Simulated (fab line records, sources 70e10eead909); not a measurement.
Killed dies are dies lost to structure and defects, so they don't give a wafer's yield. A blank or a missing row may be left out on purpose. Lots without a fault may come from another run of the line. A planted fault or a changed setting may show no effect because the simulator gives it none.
Which tool did it? | flow nand_harc | 12 lots, 36 wafers sampled, at 6 steps of a route of 1159

WHAT THE GAUGES READ, wafer by wafer
NHARC_P_GATE_INSPECT_68.
lot  | measured     | on                | raw_defect_count
L303 | day 5 14:35  | defect_inspect-01 | 171 189 129
L305 | day 5 21:10  | defect_inspect-01 | 156 172 141
L309 | day 7 01:29  | defect_inspect-02 | 207 210 171
L312 | day 7 13:16  | defect_inspect-01 | 220 254 995
L316 | day 8 20:41  | defect_inspect-01 | 108 139 107
L318 | day 9 07:36  | defect_inspect-01 | 163 128 113
L319 | day 9 14:59  | defect_inspect-01 | 186 269 346
L321 | day 10 02:25 | defect_inspect-02 | 161 219 170
L322 | day 10 01:11 | defect_inspect-01 | 351 187 288
L323 | day 10 13:30 | defect_inspect-02 | 225 230 251
L325 | day 11 04:43 | defect_inspect-02 | 175 192 151
L326 | day 11 05:10 | defect_inspect-01 | 218 354 184

NHARC_END_SORT_01.
lot  | measured     | on        | killed_at_array | killed_at_other | killed_at_periphery | killed_dies | killed_open | killed_short
L312 | day 22 00:01 | prober-01 | 27 29 27        | 0 0 0           | 5 7 52              | 32 36 79    | 1 4 4       | 3 2 1

WHICH TOOL RAN EACH LOT (tool, then ch and the chambers of the sampled wafers, then the start)
lot  | NHARC_P_GATE_ETCH_104              | NHARC_P_GATE_STRIP_76                | NHARC_P_GATE_RTA_64              | NHARC_P_CONTACT_DEP_30
L303 | rie_diel-03 ch 1,2,3, day 4 19:58  | plasma_asher-02 ch 0,1, day 5 10:19  | rtp_anneal-02 ch 0, day 5 13:12  | pecvd-04 ch 1,2, day 5 14:41
L305 | rie_diel-06 ch 0,3, day 5 02:41    | plasma_asher-01 ch 0, day 5 17:10    | rtp_anneal-01 ch 0, day 5 19:55  | pecvd-01 ch 1,2, day 5 21:19
L309 | rie_diel-03 ch 0,1,3, day 6 07:11  | plasma_asher-01 ch 0,1, day 6 21:35  | rtp_anneal-02 ch 0, day 7 00:11  | pecvd-02 ch 1,2, day 7 01:34
L312 | rie_diel-12 ch 1,2,3, day 6 18:21  | plasma_asher-01 ch 0,1, day 7 09:05  | rtp_anneal-02 ch 0, day 7 12:01  | pecvd-04 ch 0,2, day 7 13:20
L316 | rie_diel-03 ch 0,2,3, day 8 01:35  | plasma_asher-01 ch 0,1, day 8 16:25  | rtp_anneal-01 ch 0, day 8 19:23  | pecvd-01 ch 0,1, day 8 20:45
L318 | rie_diel-03 ch 1,2, day 8 13:05    | plasma_asher-02 ch 0,1, day 9 03:36  | rtp_anneal-01 ch 0, day 9 06:24  | pecvd-01 ch 0,1,2, day 9 07:47
L319 | rie_diel-03 ch 1,2, day 8 20:00    | plasma_asher-01 ch 1, day 9 10:23    | rtp_anneal-01 ch 0, day 9 13:32  | pecvd-01 ch 0,2, day 9 15:42
L321 | rie_diel-03 ch 0,1,2, day 9 06:09  | plasma_asher-02 ch 0,1, day 9 22:28  | rtp_anneal-02 ch 0, day 10 01:10 | pecvd-01 ch 0,1,2, day 10 02:29
L322 | rie_diel-12 ch 0,1,3, day 9 06:46  | plasma_asher-01 ch 0,1, day 9 21:03  | rtp_anneal-02 ch 0, day 9 23:46  | pecvd-01 ch 0,1,2, day 10 01:15
L323 | rie_diel-03 ch 0,1,2, day 9 17:50  | plasma_asher-01 ch 0,1, day 10 09:05 | rtp_anneal-02 ch 0, day 10 12:17 | pecvd-04 ch 0,1,2, day 10 14:02
L325 | rie_diel-06 ch 0,3, day 10 10:24   | plasma_asher-02 ch 1, day 11 00:41   | rtp_anneal-02 ch 0, day 11 03:24 | pecvd-04 ch 0,2, day 11 04:49
L326 | rie_diel-03 ch 0,2,3, day 10 10:34 | plasma_asher-01 ch 0,1, day 11 00:56 | rtp_anneal-01 ch 0, day 11 03:53 | pecvd-02 ch 0,2, day 11 05:16
- NHARC_P_GATE_ETCH_104: etches the open film in CF4/CHF3, target depth 60 nm.
- NHARC_P_GATE_STRIP_76: strips in O2.
- NHARC_P_GATE_RTA_64: time 1 s.
- NHARC_P_CONTACT_DEP_30: deposits SiNx, target thk 30 nm.

WHAT THE TOOLS THEMSELVES READ (means of the sampled wafers that have a number; where no wafer has one, the mark that the record gives instead)
NHARC_P_GATE_ETCH_104.
lot  | tool        | drypump_motor_current_A (A) | oes_product_au (a.u.) | rf_vpp_V (V) | showerhead_plenum_p_Torr (Torr) | throttle_valve_pct (%)
L303 | rie_diel-03 | 5.5                         | 0.926                 | 368.7        | 1.53                            | 16.798
L305 | rie_diel-06 | 5.5                         | 0.960                 | 370.8        | 1.59                            | 16.799
L309 | rie_diel-03 | 5.9                         | 0.919                 | 369.1        | 1.54                            | 16.798
L312 | rie_diel-12 | 5.4                         | 0.967                 | 370.9        | 1.59                            | 16.801
L316 | rie_diel-03 | 5.7                         | 0.924                 | 368.0        | 1.50                            | 16.804
L318 | rie_diel-03 | 5.6                         | 0.956                 | 370.4        | 1.57                            | 16.801
L319 | rie_diel-03 | 5.6                         | 0.959                 | 370.5        | 1.57                            | 16.799
L321 | rie_diel-03 | 5.7                         | 0.952                 | 369.9        | 1.55                            | 16.797
L322 | rie_diel-12 | 5.5                         | 0.908                 | 370.6        | 1.58                            | 16.800
L323 | rie_diel-03 | 5.7                         | 0.949                 | 371.2        | 1.55                            | 16.804
L325 | rie_diel-06 | 5.8                         | 0.927                 | 371.9        | 1.61                            | 16.796
L326 | rie_diel-03 | 5.8                         | 0.980                 | 368.0        | 1.50                            | 16.802

NHARC_P_GATE_STRIP_76.
lot  | tool            | drypump_motor_current_A (A) | heater_power_w (W) | temp_c (C)
L303 | plasma_asher-02 | 5.6                         | 322                | 249.80
L305 | plasma_asher-01 | 5.8                         | 349                | 250.22
L309 | plasma_asher-01 | 5.9                         | 347                | 250.04
L312 | plasma_asher-01 | 5.9                         | 340                | 250.13
L316 | plasma_asher-01 | 5.9                         | 339                | 250.00
L318 | plasma_asher-02 | 5.6                         | 304                | 249.98
L319 | plasma_asher-01 | 5.9                         | 344                | 250.03
L321 | plasma_asher-02 | 6.1                         | 302                | 250.02
L322 | plasma_asher-01 | 5.8                         | 339                | 250.15
L323 | plasma_asher-01 | 5.9                         | 341                | 249.90
L325 | plasma_asher-02 | 6.6                         | 303                | 249.78
L326 | plasma_asher-01 | 5.9                         | 347                | 250.09

NHARC_P_GATE_RTA_64.
lot  | tool          | lamp_power_pct (%) | lamp_zone_4_pct (%) | wafer_temp_C_max
L303 | rtp_anneal-02 | 33.3               | 33.4                | 1053.9
L305 | rtp_anneal-01 | 30.0               | 30.0                | 1054.6
L309 | rtp_anneal-02 | 33.4               | 33.4                | 1054.9
L312 | rtp_anneal-02 | 33.3               | 33.3                | 1053.6
L316 | rtp_anneal-01 | 30.0               | 29.9                | 1054.7
L318 | rtp_anneal-01 | 30.0               | 30.0                | 1054.7
L319 | rtp_anneal-01 | 30.0               | 30.0                | 1054.9
L321 | rtp_anneal-02 | 33.3               | 33.4                | 1054.7
L322 | rtp_anneal-02 | 33.3               | 33.3                | 1055.4
L323 | rtp_anneal-02 | 33.4               | 33.3                | 1054.2
L325 | rtp_anneal-02 | 33.3               | 33.3                | 1054.6
L326 | rtp_anneal-01 | 29.9               | 29.9                | 1055.0

NHARC_P_CONTACT_DEP_30.
lot  | tool     | heater_power_w (W)
L303 | pecvd-04 | 773
L305 | pecvd-01 | 691
L309 | pecvd-02 | 717
L312 | pecvd-04 | 800
L316 | pecvd-01 | 686
L318 | pecvd-01 | 639
L319 | pecvd-01 | 633
L321 | pecvd-01 | 625
L322 | pecvd-01 | 680
L323 | pecvd-04 | 798
L325 | pecvd-04 | 794
L326 | pecvd-02 | 700

THE ANSWER, worked out from the rows above alone
Rule: what is usual is taken from the lots themselves. Put in order of their means at a reading, lots are off if they are a third of the lots or fewer, leave a main group of 4 or more, and stand apart from it by a gap of 3 or more times the standard deviation of the main group's means; of several such gaps the widest counts. A main group whose means are all the same, to the digits that the tables above print for the reading, isn't used. A lot without any number at a reading at which 4 lots or more have one is off too. The other lots that the step has rows for count as sound. The gauges are gone through in route order, then the tools' own readings, and for those a lot's mean is taken as printed above. The first step at which some lot is off is used, and at that step the reading that is off furthest; a lot without a number counts as furthest.
Off: L312, at NHARC_P_GATE_INSPECT_68 (raw_defect_count). The main group: mean 196, standard deviation 52.
A tool fits if, at a process step before that reading, it ran every lot that is off, and no sound lot after the first of them. The gauges at NHARC_P_GATE_INSPECT_68 are tried like those tools. None of those tried fits.

WHAT THE SIMULATOR HAD PUT IN
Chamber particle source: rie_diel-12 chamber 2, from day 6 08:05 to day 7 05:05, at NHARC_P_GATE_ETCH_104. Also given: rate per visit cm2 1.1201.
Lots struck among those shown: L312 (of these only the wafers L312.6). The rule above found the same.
